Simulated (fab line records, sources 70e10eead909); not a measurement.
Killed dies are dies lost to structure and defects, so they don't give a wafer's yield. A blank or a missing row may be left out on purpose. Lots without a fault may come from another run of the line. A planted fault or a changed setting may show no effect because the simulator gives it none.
Which tool did it? | flow nand_harc | 24 lots, 72 wafers sampled, at 5 steps of a route of 1302

WHAT THE GAUGES READ, wafer by wafer
NHARC_A_CONTACT_OVL_MEAS_70.
lot  | measured     | on         | overlay_x_nm (nm) | overlay_y_nm (nm)
L074 | day 22 01:06 | overlay-01 | 1.6 1.3 1.5       | 1.5 0.9 0.3
L075 | day 22 14:52 | overlay-01 | 0.7 0.2 0.0       | 0.9 0.9 -0.2
L077 | day 22 21:48 | overlay-02 | -1.0 -1.0 -0.7    | -0.3 -0.3 -0.6
L076 | day 23 00:40 | overlay-01 | -1.0 -0.5 -0.4    | 1.5 1.4 0.9
L079 | day 24 01:14 | overlay-01 | -0.2 0.1 -0.1     | 0.2 -0.7 -0.1
L078 | day 24 06:50 | overlay-02 | -1.1 -1.1 -0.9    | 1.1 1.2 0.9
L080 | day 25 01:33 | overlay-01 | -0.4 -0.7 -1.3    | 0.4 0.1 0.6
L082 | day 25 03:05 | overlay-02 | 1.4 1.3 1.4       | -1.1 -0.9 -0.9
L081 | day 25 18:28 | overlay-02 | 1.2 0.7 1.2       | 1.7 1.1 1.3
L083 | day 25 20:55 | overlay-01 | 1.1 2.0 1.9       | 1.0 0.6 0.5
L085 | day 25 21:49 | overlay-02 | -0.6 0.5 -0.1     | -0.1 0.0 0.1
L084 | day 26 05:47 | overlay-01 | 0.1 0.1 0.1       | -0.9 0.0 -1.2
L086 | day 26 15:04 | overlay-01 | 0.9 1.0 0.8       | -0.5 0.1 -1.1
L087 | day 26 23:26 | overlay-02 | 0.0 0.1 -0.3      | 1.1 0.6 0.9
L088 | day 27 15:28 | overlay-02 | 0.6 0.4 0.7       | 0.5 -0.5 0.4
L089 | day 27 18:29 | overlay-01 | -0.1 0.1 -0.3     | -0.8 -1.0 -1.3
L090 | day 28 10:59 | overlay-02 | 0.6 0.1 0.1       | 1.6 1.6 1.2
L091 | day 29 00:31 | overlay-01 | -1.0 -1.0 -0.8    | 0.2 0.8 0.5
L093 | day 29 16:30 | overlay-02 | 1.0 1.0 0.6       | -0.1 -0.2 0.5
L092 | day 29 16:42 | overlay-01 | 0.7 1.2 1.1       | -0.2 -0.3 -0.4
L094 | day 29 23:49 | overlay-01 | 0.3 0.8 0.4       | -1.6 -1.7 -2.2
L097 | day 30 17:08 | overlay-01 | 1.0 1.2 0.6       | -0.5 -0.2 -0.3
L096 | day 30 19:05 | overlay-01 | 0.4 -0.1 0.4      | -1.4 -1.3 -1.2
L095 | day 30 21:14 | overlay-01 | -0.8 -0.3 -0.9    | 0.1 0.2 0.2

NHARC_A_CONTACT_CD_MEAS_80.
lot  | measured     | on        | cd_nm (nm)
L074 | day 22 05:58 | cd_sem-03 | 288.3 289.3 289.2
L075 | day 22 19:07 | cd_sem-03 | 289.7 291.2 291.6
L077 | day 23 02:10 | cd_sem-03 | 288.9 288.8 288.0
L076 | day 23 05:37 | cd_sem-02 | 290.6 288.8 289.3
L079 | day 24 05:48 | cd_sem-02 | 290.1 289.4 289.2
L078 | day 24 11:05 | cd_sem-02 | 289.0 288.2 287.4
L080 | day 25 05:49 | cd_sem-01 | 288.4 289.9 288.9
L082 | day 25 07:22 | cd_sem-03 | 290.5 290.8 290.5
L081 | day 25 22:45 | cd_sem-01 | 289.6 288.3 289.3
L083 | day 26 01:11 | cd_sem-03 | 289.8 289.0 288.9
L085 | day 26 02:12 | cd_sem-03 | 289.4 288.5 289.4
L084 | day 26 10:05 | cd_sem-03 | 289.3 290.0 290.3
L086 | day 26 19:38 | cd_sem-03 | 288.8 290.7 290.8
L087 | day 27 03:41 | cd_sem-01 | 288.8 288.0 290.3
L088 | day 27 19:44 | cd_sem-02 | 289.5 289.7 289.6
L089 | day 27 23:10 | cd_sem-02 | 291.0 290.0 289.5
L090 | day 28 15:13 | cd_sem-02 | 289.5 291.3 289.4
L091 | day 29 05:07 | cd_sem-03 | 289.8 289.2 290.8
L093 | day 29 21:26 | cd_sem-03 | 289.4 290.0 290.4
L092 | day 29 20:59 | cd_sem-02 | 287.8 290.2 290.1
L094 | day 30 04:46 | cd_sem-02 | 290.6 290.3 288.7
L097 | day 30 21:23 | cd_sem-02 | 288.5 288.5 289.5
L096 | day 30 23:20 | cd_sem-01 | 286.3 287.7 287.1
L095 | day 31 01:29 | cd_sem-03 | 291.2 290.6 290.3

WHICH TOOL RAN EACH LOT (tool, then ch and the chambers of the sampled wafers, then the start)
lot  | NHARC_A_CONTACT_ETCH_114             | NHARC_A_CONTACT_ETCH_121             | NHARC_A_CONTACT_ETCH_129
L074 | har_cap_etch-02 ch 0,1, day 21 13:16 | har_cap_etch-02 ch 0,1, day 21 14:28 | har_cap_etch-03 ch 0,1, day 22 03:40
L075 | har_cap_etch-02 ch 0,1, day 22 01:25 | har_cap_etch-02 ch 0,1, day 22 02:37 | har_cap_etch-02 ch 0,1, day 22 17:28
L077 | har_cap_etch-01 ch 1, day 22 13:32   | har_cap_etch-01 ch 1, day 22 14:44   | har_cap_etch-03 ch 0,1, day 23 00:22
L076 | har_cap_etch-03 ch 0,1, day 22 14:25 | har_cap_etch-03 ch 0,1, day 22 16:01 | har_cap_etch-02 ch 0,1, day 23 03:34
L079 | har_cap_etch-01 ch 0,1, day 23 15:44 | har_cap_etch-01 ch 0,1, day 23 17:20 | har_cap_etch-02 ch 0,1, day 24 04:05
L078 | har_cap_etch-03 ch 0,1, day 23 22:09 | har_cap_etch-03 ch 0,1, day 23 23:20 | har_cap_etch-01 ch 0,1, day 24 09:22
L080 | har_cap_etch-02 ch 0,1, day 24 17:19 | har_cap_etch-02 ch 0,1, day 24 18:30 | har_cap_etch-02 ch 0,1, day 25 04:05
L082 | har_cap_etch-01 ch 0,1, day 24 19:08 | har_cap_etch-01 ch 0,1, day 24 20:20 | har_cap_etch-03 ch 0, day 25 05:40
L081 | har_cap_etch-01 ch 1, day 25 08:19   | har_cap_etch-01 ch 1, day 25 09:31   | har_cap_etch-01 ch 0,1, day 25 21:02
L083 | har_cap_etch-02 ch 0,1, day 25 12:07 | har_cap_etch-02 ch 0,1, day 25 13:19 | har_cap_etch-02 ch 0,1, day 25 23:28
L085 | har_cap_etch-03 ch 0,1, day 25 12:28 | har_cap_etch-03 ch 0,1, day 25 13:39 | har_cap_etch-01 ch 0,1, day 26 00:33
L084 | har_cap_etch-03 ch 0,1, day 25 20:22 | har_cap_etch-03 ch 0,1, day 25 21:34 | har_cap_etch-02 ch 0,1, day 26 08:20
L086 | har_cap_etch-03 ch 0,1, day 26 04:26 | har_cap_etch-03 ch 0,1, day 26 05:38 | har_cap_etch-02 ch 0,1, day 26 17:59
L087 | har_cap_etch-01 ch 0,1, day 26 14:19 | har_cap_etch-01 ch 0,1, day 26 15:30 | har_cap_etch-02 ch 0,1, day 27 02:01
L088 | har_cap_etch-03 ch 0,1, day 27 04:57 | har_cap_etch-03 ch 0,1, day 27 06:09 | har_cap_etch-03 ch 0,1, day 27 18:01
L089 | har_cap_etch-01 ch 0,1, day 27 05:52 | har_cap_etch-01 ch 0,1, day 27 07:02 | har_cap_etch-01 ch 0,1, day 27 21:27
L090 | har_cap_etch-03 ch 0,1, day 28 03:21 | har_cap_etch-03 ch 0,1, day 28 04:33 | har_cap_etch-02 ch 0,1, day 28 13:31
L091 | har_cap_etch-03 ch 0,1, day 28 16:41 | har_cap_etch-03 ch 0,1, day 28 17:52 | har_cap_etch-02 ch 0,1, day 29 03:25
L093 | har_cap_etch-03 ch 0,1, day 29 04:43 | har_cap_etch-03 ch 0,1, day 29 06:09 | har_cap_etch-01 ch 0,1, day 29 19:23
L092 | har_cap_etch-01 ch 0,1, day 29 07:23 | har_cap_etch-01 ch 0,1, day 29 08:34 | har_cap_etch-02 ch 0,1, day 29 19:19
L094 | har_cap_etch-03 ch 1, day 29 15:56   | har_cap_etch-03 ch 1, day 29 17:07   | har_cap_etch-03 ch 0,1, day 30 02:43
L097 | har_cap_etch-02 ch 0,1, day 30 09:28 | har_cap_etch-02 ch 0,1, day 30 10:40 | har_cap_etch-01 ch 0,1, day 30 19:41
L096 | har_cap_etch-03 ch 0,1, day 30 11:20 | har_cap_etch-03 ch 0,1, day 30 12:31 | har_cap_etch-03 ch 1, day 30 21:38
L095 | har_cap_etch-02 ch 0,1, day 30 13:25 | har_cap_etch-02 ch 0,1, day 30 14:37 | har_cap_etch-02 ch 0,1, day 30 23:46
- NHARC_A_CONTACT_ETCH_114: etches the open film in C4F8/O2/Ar, time 190 s, target depth 1850 nm.
- NHARC_A_CONTACT_ETCH_121: etches the open film in C4F8/O2/Ar, time 190 s, target depth 1850 nm.
- NHARC_A_CONTACT_ETCH_129: etches the open film in C4F8/O2/Ar, time 197 s, target depth 1918 nm.

WHAT THE TOOLS THEMSELVES READ (means of the sampled wafers that have a number; where no wafer has one, the mark that the record gives instead)
The record holds no such reading with a usual standard deviation.

THE ANSWER, worked out from the rows above alone
Rule: what is usual is taken from the lots themselves. Put in order of their means at a reading, lots are off if they are a third of the lots or fewer, leave a main group of 4 or more, and stand apart from it by a gap of 3 or more times the standard deviation of the main group's means; of several such gaps the widest counts. A main group whose means are all the same, to the digits that the tables above print for the reading, isn't used. A lot without any number at a reading at which 4 lots or more have one is off too. The other lots that the step has rows for count as sound. The gauges are gone through in route order, then the tools' own readings, and for those a lot's mean is taken as printed above. The first step at which some lot is off is used, and at that step the reading that is off furthest; a lot without a number counts as furthest.
No lot is off at any reading shown: from this, nothing can be told.

WHAT THE SIMULATOR HAD PUT IN
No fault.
